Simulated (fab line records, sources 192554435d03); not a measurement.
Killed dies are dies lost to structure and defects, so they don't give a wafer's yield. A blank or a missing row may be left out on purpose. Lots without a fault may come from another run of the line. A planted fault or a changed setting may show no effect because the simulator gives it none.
A struck lot beside a sound one | flow n5_finfet | 20 steps out of a route of 1938
Sound: wafers L950.2, L950.3, L950.6. Struck: wafers L943.1, L943.3, L943.6. The cause comes at the end.
At each step with rows: each side's tool, then ch and its chambers, then its first start. Under that, the readings that differ: sound wafers | struck wafers | difference of the means | sigmas: that difference in standard deviations of wafers without a fault.
alike: readings whose means differ by less than 2 such deviations, and words and numbers that are the same on both sides. not compared: withheld readings, readings that some wafer has no value for, bounds like >300 that may hide the same value, and numbers for which the record gives no deviation and whose values overlap.
The two part at a step that has a row with sigmas, a row that says differs or no value, or rows on one side only. Numbers that don't overlap but have no deviation are shown without sigmas and don't part them. A reading that every wafer of one side lacks parts them only if that side has two wafers or more.

first, 8 steps without rows for these wafers: N5_BEOL_M11_COAT_59 (time 60 s, resist thk 100 nm); N5_BEOL_M11_COAT_60 (time 60 s, resist thk 30 nm); N5_BEOL_M11_COAT_05 (resist thk 90 nm); N5_BEOL_M11_EBR_07; N5_BEOL_M11_SOFTBAKE_06 (time 60 s); N5_BEOL_M11_EXPOSE_08 (exposes mask M11); N5_BEOL_M11_PEB_09 (peb time 60 s); N5_BEOL_M11_DEVELOP_10 (develop time 30 s).
N5_BEOL_M11_CD_MEAS_11: target cd 64.1 nm.
  sound on cd_sem-03 ch 0, day 15 06:53; struck on cd_sem-03 ch 0, day 13 06:17
  alike: cd_nm
N5_BEOL_M11_OVL_MEAS_12:
  sound on overlay-02 ch 0, day 15 06:55; struck on overlay-01 ch 0, day 13 06:19
  reading      | sound       | struck         | difference | sigmas
  M11_OVL (nm) | 1.3 1.5 0.4 | -0.5 -1.5 -0.1 | -1.8       | -2
N5_BEOL_M11_INSPECT_13: inspects for defects (brightfield).
  sound on defect_inspect-02, day 15 06:56; struck on defect_inspect-02, day 13 06:20
  alike: raw_defect_count
N5_BEOL_M11_DESCUM_16: chemistry O2, time 7.9 s.
  sound on rie_diel-03 ch 0,2, day 15 06:59; struck on rie_diel-01 ch 0,3, day 13 06:22
  alike: drypump_motor_current_A, oes_product_au, rf_vpp_V, showerhead_plenum_p_Torr, temp_c, throttle_valve_pct
  not compared: rf_hours_counter_h
N5_BEOL_M11_ETCH_61: etches SiARC in CF4, target depth 39 nm, time 65 s.
  sound on rie_diel-03 ch 0,2, day 15 07:01; struck on rie_diel-01 ch 0,3, day 13 06:24
  no value came back on the struck wafers for any of 8 readings (bias_w (W), cf4_flow_sccm (sccm) and others); on the sound wafers bias_w (W) reads 36.00 35.85 36.02
  reading                                       | sound          | struck         | difference | sigmas
  model.CAR-ArF_of_BEOL_M11_COAT_05.thk_nm (nm) | 55.2 55.2 55.4 | 83.2 83.6 83.6 | +28.2      |
  not compared: rf_hours_counter_h
N5_BEOL_M11_ETCH_62: etches SOC in N2/H2, target depth 110 nm, overetch 22 nm, time 165 s.
  sound on rie_diel-03 ch 0,2, day 15 07:04; struck on rie_diel-01 ch 0,3, day 13 06:27
  reading               | sound          | struck         | difference | sigmas
  oes_product_au (a.u.) | 0.70 0.62 0.62 | 0.26 0.31 0.26 | -0.37      | -5
  alike: bias_w, chamber_pressure_mTorr, drypump_motor_current_A, rf_vpp_V, showerhead_plenum_p_Torr, temp_c, throttle_valve_pct
  not compared: rf_hours_counter_h
then, 1 step without rows for these wafers: N5_BEOL_M11_STRIP_68 (strips in N2/H2).
N5_BEOL_M11_STRIP_67: strips in CF4.
  sound on rie_diel-03 ch 0,2, day 15 07:13; struck on rie_diel-01 ch 0,3, day 13 06:36
  alike: drypump_motor_current_A, oes_product_au, rf_vpp_V, showerhead_plenum_p_Torr, throttle_valve_pct
  not compared: rf_hours_counter_h
N5_BEOL_M11_HM_OPEN_17: chemistry Cl2/BCl3, target TiN, target depth 20 nm, overetch 6 nm.
  sound on rie_metal-02 ch 0, day 15 07:17; struck on rie_metal-02 ch 1, day 13 06:38
  reading                     | sound             | struck            | difference | sigmas
  drypump_motor_current_A (A) | 5.05 5.03 5.04    | 6.00 6.01 6.03    | +0.97      | +3
  oes_product_au (a.u.)       | 0.64 0.63 0.64    | 0.24 0.24 0.24    | -0.40      | -5
  throttle_valve_pct (%)      | 22.30 22.33 22.32 | 22.96 22.95 22.94 | +0.63      | +3
  not compared: rf_hours_counter_h
N5_BEOL_M11_STRIP_19: strips in O2.
  sound on rie_diel-01 ch 0,2,3, day 15 07:27; struck on rie_diel-03 ch 0,2, day 13 06:45
  alike: drypump_motor_current_A, oes_product_au, rf_vpp_V, showerhead_plenum_p_Torr, temp_c, throttle_valve_pct
  not compared: rf_hours_counter_h
N5_BEOL_M11_CD_MEAS_18: pitch 140 nm, target cd 70 nm.
  sound on cd_sem-01, day 15 07:31; struck on cd_sem-02, day 13 06:49
  reading    | sound          | struck | difference                    | sigmas
  cd_nm (nm) | 69.7 69.2 69.3 | - - -  | no value on the struck wafers |
then, 1 step without rows for these wafers: N5_BEOL_M11_COAT_63 (time 60 s, resist thk 100 nm).

WHERE THEY PART
First at N5_BEOL_M11_OVL_MEAS_12; last, within this record, at N5_BEOL_M11_CD_MEAS_18.

WHY: what the simulator had put in
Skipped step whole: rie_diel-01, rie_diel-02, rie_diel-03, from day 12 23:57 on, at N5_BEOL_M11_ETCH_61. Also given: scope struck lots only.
